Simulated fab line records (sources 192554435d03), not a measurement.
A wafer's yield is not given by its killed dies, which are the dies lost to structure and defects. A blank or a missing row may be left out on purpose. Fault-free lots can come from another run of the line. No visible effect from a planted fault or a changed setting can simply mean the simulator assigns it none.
fab line records | flow n5_finfet
[record] lots = 5 | wafers = 15 | last_day = 19
route steps=1938 shown MOL_CONTACT_COAG@540 PASSIVATION@1936
lots that met no fault: from a run of the same line without faults
start_h: hours from the record's opening day to when the first of the lot's shown wafers began | wait_h: how many hours have passed since the lot's step before this one | " unchanged from the row above | L1.1+2: one row covering several wafers at once | - no value, or no start given | * or withheld: withheld | < > ~ a bound
route shown NAME@n: a module of which the file shows steps, and the number in the route of the first | usual: average and standard deviation across the fault-free wafers | same: alike in all rows | chamber/n: place in a boat | sites: the reading at each site | _std_site: the values' standard deviation | _edge_site: outer sites' mean less inner sites' | radius_mm: how far each site lies from the wafer's centre | mask NAME#n: copy n | behind: the tool/chamber that last shaped the wafer | hold: why the lot was held/for how many hours/how that ended | device: the n, p or np transistor that did not switch | end of line: the tests these same wafers got at the end of their route | where a step has no rows: the recipe by itself | killed: the dies lost at the first sort to structure and to defects; this is not the yield of the wafer | map: the dies of a wafer, with x for killed, . for not killed, _ for no die there
set.NAME: the setting the step ran with; set.NAME@STEP: the setting that earlier step ran with | model.NAME: the simulator's own value behind a step, which no gauge read
a table for each step, a row for each wafer; lots at some steps of the route
services: the hour from which a tool's chamber was out of use, counted from the record's first day as start_h (under 0 if before that day), plus the number of hours and why
[[steps]]
[step N5_MOL_CONTACT_COAG_CD_MEAS_99]
[recipe] target_cd_nm = 17.2 | polarity = opening
[usual] cd_nm = 17.26/0.28
lot.wafer | tool      | chamber | start_h | wait_h | cd_nm
L799.3    | cd_sem-01 | -       | 113.33  | -      | 16.92
L799.4    | "         | -       | "       | "      | 16.81
L799.5    | "         | -       | "       | "      | 16.95
L802.1    | cd_sem-01 | -       | 134.02  | -      | 17.41
L802.3    | "         | -       | "       | "      | 17.05
L802.4    | "         | -       | "       | "      | 17.61
L812.1    | cd_sem-02 | -       | 191.69  | -      | 17.01
L812.3    | "         | -       | "       | "      | 16.66
L812.5    | "         | -       | "       | "      | 17.64
L814.3    | cd_sem-01 | -       | 204.39  | -      | 17.06
L814.4    | "         | -       | "       | "      | 17.50
L814.6    | "         | -       | "       | "      | 16.90
L816.2    | cd_sem-01 | -       | 217.40  | -      | 17.62
L816.3    | "         | -       | "       | "      | 17.39
L816.6    | "         | -       | "       | "      | 17.52
[step N5_MOL_CONTACT_COAG_IMPLANT_129]
[recipe] species = Ge | energy_kev = 3 | dose_cm2 = 6e+14 | tilt_deg = 0 | rotation_deg = 0
[step N5_MOL_CONTACT_COAG_PRECLEAN_111]
[recipe] chemistry = NF3:NH3 | afs_cycles = 1 | temp_c = 30 | time_s = 20 | sublimation_temp_c = 180 | sublimation_time_s = 60 | pressure_torr = 3 | rf_power_w = 30
[step N5_MOL_CONTACT_COAG_TI_SIL_19]
[recipe] material = Ti | target_thk_a = 42 | temp_c = 200 | chamber_pressure_pa = 5 | power_w = 5000 | time_s = 15
[usual] throttle_valve_pct = 30.3/1.5
lot.wafer | tool           | chamber | start_h | wait_h | throttle_valve_pct
L799.3    | pvd_sputter-03 | -       | 114.18  | 0.2    | 32.3
L799.4    | "              | -       | "       | "      | 31.1
L799.5    | "              | -       | "       | "      | 32.3
L802.1    | pvd_sputter-03 | -       | 134.58  | 0.2    | 30.9
L802.3    | "              | -       | "       | "      | 32.3
L802.4    | "              | -       | "       | "      | 29.7
L812.1    | pvd_sputter-01 | -       | 195.55  | 0.2    | 28.2
L812.3    | "              | -       | "       | "      | 30.2
L812.5    | "              | -       | "       | "      | 28.3
L814.3    | pvd_sputter-01 | -       | 206.22  | 1.4    | 32.8
L814.4    | "              | -       | "       | "      | 29.5
L814.6    | "              | -       | "       | "      | 32.8
L816.2    | pvd_sputter-01 | -       | 217.85  | 0.1    | 29.3
L816.3    | "              | -       | "       | "      | 28.1
L816.6    | "              | -       | "       | "      | 30.0
[step N5_MOL_CONTACT_COAG_ALD_20]
[recipe] material = TiN | target_thk_a = 15 | temp_c = 400 | ald_precursor_family = TiCl4 | ald_co_reactant = NH3 | pulse_time_s = 1 | purge_time_s = 3 | co_reactant_purge_time_s = 2 | co_reactant_pulse_time_s = 2 | ald_cycles = 68 | pressure_torr = 3
[usual] heater_power_w = 916/51 | precursor_pulse_height_rel = 1.000/0.02
[same] co_reactant_pulse_time_s = 2 | purge_time_s = 3
lot.wafer | tool         | chamber | start_h | wait_h | heater_power_w | precursor_pulse_height_rel
L799.3    | ald_metal-03 | 3       | 114.30  | 0.1    | 913            | 0.964
L799.4    | "            | 2       | "       | "      | 948            | 1.017
L799.5    | "            | 2       | "       | "      | 954            | 1.002
L802.1    | ald_metal-01 | 1       | 134.70  | 0.1    | 915            | 0.994
L802.3    | "            | 0       | "       | "      | 901            | 0.988
L802.4    | "            | 2       | "       | "      | 924            | 0.978
L812.1    | ald_metal-01 | 2       | 195.67  | 0.1    | 939            | 0.965
L812.3    | "            | 1       | "       | "      | 919            | 1.017
L812.5    | "            | 3       | "       | "      | 885            | 1.025
L814.3    | ald_metal-01 | 3       | 206.34  | 0.1    | 913            | 1.001
L814.4    | "            | 0       | "       | "      | 913            | 1.010
L814.6    | "            | 0       | "       | "      | 910            | 1.008
L816.2    | ald_metal-04 | 1       | 217.97  | 0.1    | 1044           | 1.007
L816.3    | "            | 3       | "       | "      | 780            | 0.975
L816.6    | "            | 1       | "       | "      | 1051           | 0.977
[step N5_MOL_CONTACT_COAG_SIL_ANNEAL_21]
[recipe] temp_c = 550 | time_s = 60 | ambient = N2
[usual] lamp_power_pct = 6.8/0.53 | lamp_zone_7_pct = 7.1/0.56 | wafer_temp_C_max = 552.3/0.85
lot.wafer | tool          | chamber | start_h | wait_h | lamp_power_pct | lamp_zone_7_pct | wafer_temp_C_max
L799.3    | rtp_anneal-01 | 0       | 114.74  | 0.3    | 7.3            | 7.7             | 551.5
L799.4    | "             | 0       | "       | "      | 7.3            | 7.7             | 551.7
L799.5    | "             | 0       | "       | "      | 7.3            | 7.7             | 551.1
L802.1    | rtp_anneal-02 | 0       | 135.11  | 0.2    | 6.2            | 6.6             | 552.3
L802.3    | "             | 0       | "       | "      | 6.2            | 6.5             | 553.8
L802.4    | "             | 0       | "       | "      | 6.2            | 6.5             | 552.5
L812.1    | rtp_anneal-01 | 0       | 196.04  | 0.2    | 7.3            | 7.7             | 551.1
L812.3    | "             | 0       | "       | "      | 7.3            | 7.7             | 551.4
L812.5    | "             | 0       | "       | "      | 7.3            | 7.7             | 551.7
L814.3    | rtp_anneal-01 | 0       | 206.91  | 0.4    | 7.3            | 7.7             | 551.0
L814.4    | "             | 0       | "       | "      | 7.3            | 7.7             | 551.3
L814.6    | "             | 0       | "       | "      | 7.3            | 7.7             | 551.4
L816.2    | rtp_anneal-01 | 0       | 218.37  | 0.2    | 7.3            | 7.7             | 551.1
L816.3    | "             | 0       | "       | "      | 7.3            | 7.7             | 551.3
L816.6    | "             | 0       | "       | "      | 7.3            | 7.7             | 551.4
[step N5_MOL_CONTACT_COAG_PRE_CLEAN_141]
[recipe] gas = H2/He | time_s = 60 | temp_c = 300
[step N5_MOL_CONTACT_COAG_SPUTTER_143]
[recipe] material = Co | target_thk_a = 25 | temp_c = 25 | chamber_pressure_pa = 0.2
[step N5_MOL_CONTACT_COAG_CO_FILL_22]
[recipe] material = Co | target_thk_a = 200 | temp_c = 200 | precursor = CCTBA/H2 | pressure_torr = 30
[usual] heater_power_w = 240/23
lot.wafer | tool      | chamber | start_h | wait_h | heater_power_w
L799.3    | cvd_co-01 | 0       | 115.08  | 0.1    | 217
L799.4    | "         | 0       | "       | "      | 220
L799.5    | "         | 2       | "       | "      | 215
L802.1    | cvd_co-01 | 2       | 135.51  | 0.1    | 218
L802.3    | "         | 1       | "       | "      | 252
L802.4    | "         | 1       | "       | "      | 249
L812.1    | cvd_co-01 | 0       | 196.47  | 0.1    | 216
L812.3    | "         | 2       | "       | "      | 216
L812.5    | "         | 2       | "       | "      | 215
L814.3    | cvd_co-01 | 0       | 207.38  | 0.1    | 214
L814.4    | "         | 0       | "       | "      | 222
L814.6    | "         | 1       | "       | "      | 253
L816.2    | cvd_co-02 | 0       | 220.14  | 0.1    | 285
L816.3    | "         | 2       | "       | "      | 241
L816.6    | "         | 2       | "       | "      | 236
[step N5_MOL_CONTACT_COAG_ANNEAL_113]
[recipe] temp_c = 400 | time_s = 300 | ambient = H2/N2
[usual] lamp_power_pct = 2.89/0.23 | lamp_zone_7_pct = 3.04/0.24 | wafer_temp_C_max = 401.6/0.6
lot.wafer | tool          | chamber | start_h | wait_h | lamp_power_pct | lamp_zone_7_pct | wafer_temp_C_max
L799.3    | rtp_anneal-02 | 0       | 116.11  | 0.7    | 2.68           | 2.81            | 401.6
L799.4    | "             | 0       | "       | "      | 2.68           | 2.81            | 401.9
L799.5    | "             | 0       | "       | "      | 2.68           | 2.81            | 401.6
L802.1    | rtp_anneal-01 | 0       | 136.12  | 0.3    | 3.14           | 3.30            | 401.8
L802.3    | "             | 0       | "       | "      | 3.14           | 3.29            | 401.0
L802.4    | "             | 0       | "       | "      | 3.14           | 3.30            | 401.7
L812.1    | rtp_anneal-01 | 0       | 197.08  | 0.3    | 3.14           | 3.30            | 401.0
L812.3    | "             | 0       | "       | "      | 3.14           | 3.30            | 400.7
L812.5    | "             | 0       | "       | "      | 3.14           | 3.30            | 401.7
L814.3    | rtp_anneal-01 | 0       | 208.35  | 0.7    | 3.14           | 3.30            | 401.0
L814.4    | "             | 0       | "       | "      | 3.13           | 3.30            | 401.0
L814.6    | "             | 0       | "       | "      | 3.13           | 3.30            | 401.5
L816.2    | rtp_anneal-01 | 0       | 220.91  | 0.5    | 3.13           | 3.30            | 401.5
L816.3    | "             | 0       | "       | "      | 3.13           | 3.30            | 400.9
L816.6    | "             | 0       | "       | "      | 3.14           | 3.30            | 401.2
[step N5_MOL_CONTACT_COAG_PRE_CLEAN_142]
[recipe] gas = H2/He | time_s = 60 | temp_c = 300
[step N5_MOL_CONTACT_COAG_SPUTTER_130]
[recipe] material = Co | target_thk_a = 475 | temp_c = 25 | chamber_pressure_pa = 0.5 | power_w = 3000
[step N5_MOL_CONTACT_COAG_PRECLEAN_125]
[recipe] chemistry = DIW | time_s = 57.5 | temp_c = 23
[usual] run_length_s = 65.1/2.3
lot.wafer | tool         | chamber | start_h | wait_h | run_length_s
L799.3    | wet_bench-06 | 6       | 118.92  | 0.1    | 69.5
L799.4    | "            | 5       | "       | "      | 68.8
L799.5    | "            | 0       | "       | "      | 69.7
L802.1    | wet_bench-01 | 6       | 138.35  | 0.1    | 62.6
L802.3    | "            | 4       | "       | "      | 64.2
L802.4    | "            | 0       | "       | "      | 63.3
L812.1    | wet_bench-01 | 2       | 198.84  | 0.5    | 70.6
L812.3    | "            | 5       | "       | "      | 72.2
L812.5    | "            | 3       | "       | "      | 72.3
L814.3    | wet_bench-06 | 2       | 209.58  | 0.1    | 64.7
L814.4    | "            | 7       | "       | "      | 63.4
L814.6    | "            | 1       | "       | "      | 64.3
L816.2    | wet_bench-06 | 5       | 223.46  | 0.1    | 69.3
L816.3    | "            | 0       | "       | "      | 68.7
L816.6    | "            | 1       | "       | "      | 70.2
[step N5_MOL_CONTACT_COAG_SRD_126]
[recipe] dry_time_s = 32 | dry = n2_spin | spin_rpm = 1500
[step N5_PASSIVATION_PROBE_49]
[usual] killed_at_M0_to_M3 = 36/11 | killed_at_M4_up = 13/5.1 | killed_at_contacts = 14/4.9 | killed_at_front_end = 41/10 | killed_at_other = 3.4/2.6 | killed_dies = 107/16 | killed_open = 70/11 | killed_short = 36/7.8
[same] gross_dies = 1180 | killed_at_back_side = 0
lot.wafer | tool      | chamber | start_h | wait_h | killed_at_M0_to_M3 | killed_at_M4_up | killed_at_contacts | killed_at_front_end | killed_at_other | killed_dies | killed_open | killed_short
L816.2    | prober-02 | -       | 465.15  | 0.2    | 49                 | 6               | 15                 | 32                  | 2               | 104         | 66          | 37
L816.3    | prober-02 | -       | 465.20  | 0.3    | 49                 | 11              | 25                 | 31                  | 0               | 116         | 78          | 38
L816.6    | prober-02 | -       | 465.35  | 0.4    | 60                 | 18              | 20                 | 21                  | 2               | 121         | 80          | 38
// killed by level:class
L816.2 MOL_CONTACT_COAG:geometric_particle:open=13 BEOL_M3:geometric_particle:open=13 GATE_CUT:geometric_particle:short=8 BEOL_M1:geometric_particle:open=7 STI_FIN_REVEAL:geometric_particle:open=7 BEOL_M0_SAQP:geometric_particle:short=7 BEOL_M3:geometric_particle:short=7 BEOL_M0_SAQP:geometric_particle:open=6
L816.3 BEOL_M3:geometric_particle:open=25 MOL_CONTACT_COAG:geometric_particle:open=21 BEOL_M0_SAQP:geometric_particle:short=11 GATE_CUT:geometric_particle:short=9 STI_FIN_REVEAL:geometric_particle:open=4 DUMMY_GATE:geometric_particle:open=4 MOL_CONTACT_COAG:geometric_particle:short=4 BEOL_M0_SAQP:geometric_particle:open=4
L816.6 BEOL_M3:geometric_particle:open=16 MOL_CONTACT_COAG:geometric_particle:open=13 BEOL_M0_SAQP:geometric_particle:short=12 BEOL_M1:geometric_particle:open=7 BEOL_M2:geometric_particle:open=7 MOL_CONTACT_COAG:geometric_particle:short=6 BEOL_M0_SAQP:geometric_particle:open=6 BEOL_M4:geometric_particle:open=6
[[services]]
tool           | chamber | start_h | hours | kind
cvd_co-01      | 0       | 91.51   | 3.8   | repair
pvd_sputter-01 | -       | 112.49  | 2.9   | repair
ald_metal-01   | -       | 112.62  | 1.3   | repair
cvd_co-02      | 1       | 114.67  | -     | clean
cvd_co-02      | 1       | 114.67  | 22.0  | scheduled_down
cvd_co-02      | 1       | 114.67  | 22.0  | vent_cycle
wet_bench-06   | -       | 115.50  | 1.6   | repair
ald_metal-03   | 0       | 116.01  | 7.5   | repair
cvd_co-02      | -       | 120.87  | 1.0   | repair
cvd_co-02      | -       | 123.05  | 3.6   | repair
ald_metal-03   | -       | 125.78  | 14.6  | pm
ald_metal-04   | 1       | 151.72  | -     | calibration
wet_bench-01   | -       | 182.99  | 0.7   | repair
ald_metal-03   | 3       | 197.98  | 31.3  | repair
wet_bench-01   | -       | 208.73  | 6.4   | repair
ald_metal-03   | 2       | 214.74  | -     | calibration
ald_metal-01   | 1       | 219.37  | 27.9  | repair
[[key]]
[first_sign] step = N5_MOL_CONTACT_COAG_PRECLEAN_125 | reading = run_length_s | direction = up | sigmas = 2.8 | usual = * | struck = *
effect none on later readings
met_at N5_MOL_CONTACT_COAG_PRECLEAN_125
struck_wafers L812.1,L812.3,L812.5
tester_left_out L812
onset_between 138.35 198.84
[fault] kind = process_parameter_drift | tool = wet_bench-01 | chamber = - | onset_h = 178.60 | steps = N5_MOL_CONTACT_COAG_PRECLEAN_125 | channel = time_s | offset = * | shape = step | end_h = 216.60 | acts_in = * | stated = *
// tester_left_out: of these lots the tester's yield and bins aren't shown, on N5 and GAA mostly nor the transistor test; their killed dies are dies lost to structure and defects alone, not to doping, threshold or leakage, so they don't give the yield
